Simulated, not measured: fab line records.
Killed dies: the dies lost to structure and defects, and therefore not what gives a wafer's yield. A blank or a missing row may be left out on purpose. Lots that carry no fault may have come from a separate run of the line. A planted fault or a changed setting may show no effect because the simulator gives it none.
Comparing a struck lot with a sound one || flow n5_finfet || 16 steps out of a route of 1938
Sound: the wafers L380.4, L380.5, L380.6. The struck wafers were L389.1, L389.2. The cause is given at the end.
Order at every step that has rows: each side's tool, ch and its chambers, its first start. Under that, the readings that differ: sound wafers || struck wafers || difference of the means || sigmas: that difference in standard deviations of wafers without a fault.
alike: same words and numbers on both sides, and readings whose means sit less than 2 such deviations apart. not compared: any withheld reading, any reading some wafer has no value for, any bound like >300 that may hide the same value, and any number with overlapping values for which the record gives no deviation.
Wherever a step has rows on one side only, a row that says differs or no value, or a row with sigmas, the two part there. Numbers that don't overlap but have no deviation are shown without sigmas and don't part them. Lack of a reading on every wafer of one side parts them only where that side has two or more wafers.

first, 8 steps without rows for these wafers: N5_BEOL_M14_COAT_58 (time 60 s, resist thk 89 nm); N5_BEOL_M14_COAT_04 (resist thk 800 nm); N5_BEOL_M14_EBR_06; N5_BEOL_M14_SOFTBAKE_05 (time 60 s); N5_BEOL_M14_EXPOSE_07 (exposes mask V13); N5_BEOL_M14_PEB_08 (peb time 90 s); N5_BEOL_M14_DEVELOP_09 (develop time 45 s); N5_BEOL_M14_HARDBAKE_14 (time 120 s).
N5_BEOL_M14_CD_MEAS_10 targets a cd of 250 nm.
  sound on cd_sem-01 ch 0, day 12 06:02; struck on cd_sem-03 ch 0, day 14 20:10
{"reading": "cd_nm (nm)", "sound": "253.0 251.7 249.0", "struck": "245.4 248.4", "difference": -4.3, "sigmas": -3}
N5_BEOL_M14_OVL_MEAS_11:
  sound on overlay-02 ch 0, day 12 06:04; struck on overlay-02 ch 0, day 14 20:12
{"reading": "V13_OVL (nm)", "sound": "-10 -13 -5", "struck": "4 6", "difference": "+14", "sigmas": "+2"}
N5_BEOL_M14_INSPECT_12: inspects for defects (macro).
  sound: defect_inspect-01 at day 12 06:06; struck: defect_inspect-02 at day 14 20:13
  alike: raw_defect_count
N5_BEOL_M14_DESCUM_15: chemistry O2, time 7.9 s.
  sound on rie_diel-06 ch 0,1,3, day 12 06:08; struck on rie_diel-03 ch 0,1, day 14 20:33
  alike: bias_power_w, drypump_motor_current_A, oes_product_au, rf_vpp_V, showerhead_plenum_p_Torr, throttle_valve_pct
  not compared: rf_hours_counter_h
N5_BEOL_M14_ETCH_59: etches BARC in N2/H2, target depth 89 nm, overetch 26.7 nm, time 67.9 s.
  sound on rie_diel-06 ch 0,1,3, day 12 06:10; struck on rie_diel-03 ch 0,1, day 14 20:35
{"reading": "model.coat_of_BEOL_M14_COAT_04.thk_nm (nm)", "sound": "716.6 716 716", "struck": "692.2 696", "difference": -22.1, "sigmas": ""}
  alike: drypump_motor_current_A, oes_product_au, rf_vpp_V, showerhead_plenum_p_Torr, throttle_valve_pct
  not compared: rf_hours_counter_h
N5_BEOL_M14_VIA_ETCH_16: etches SiO2 in C4F8/O2/Ar, target depth 1231.3 nm.
  sound on rie_diel-06 ch 0,1,3, day 12 06:13; struck on rie_diel-03 ch 0,1, day 14 20:38
{"reading": "model.coat_of_BEOL_M14_COAT_04.thk_nm (nm)", "sound": "454.8 453.8 453", "struck": "430.4 429.2", "difference": -24.1, "sigmas": ""}
  alike: drypump_motor_current_A, mfc_ar_sccm, oes_product_au, rf_vpp_V, showerhead_plenum_p_Torr, throttle_valve_pct
N5_BEOL_M14_STRIP_63: strips in O2.
  sound: rie_diel-06 ch 0,1,3; struck: rie_diel-03 ch 0,1
  alike: drypump_motor_current_A, oes_product_au, rf_vpp_V, showerhead_plenum_p_Torr, throttle_valve_pct
  not compared: rf_hours_counter_h
N5_PASSIVATION_PROBE_49:
  the record has rows for the struck wafers here (prober-01, day 15 20:52) and none for the sound ones

== WHERE THEY PART ==
Last at N5_PASSIVATION_PROBE_49 as far as this record goes, first at N5_BEOL_M14_CD_MEAS_10.

WHY: the cause the simulator had injected
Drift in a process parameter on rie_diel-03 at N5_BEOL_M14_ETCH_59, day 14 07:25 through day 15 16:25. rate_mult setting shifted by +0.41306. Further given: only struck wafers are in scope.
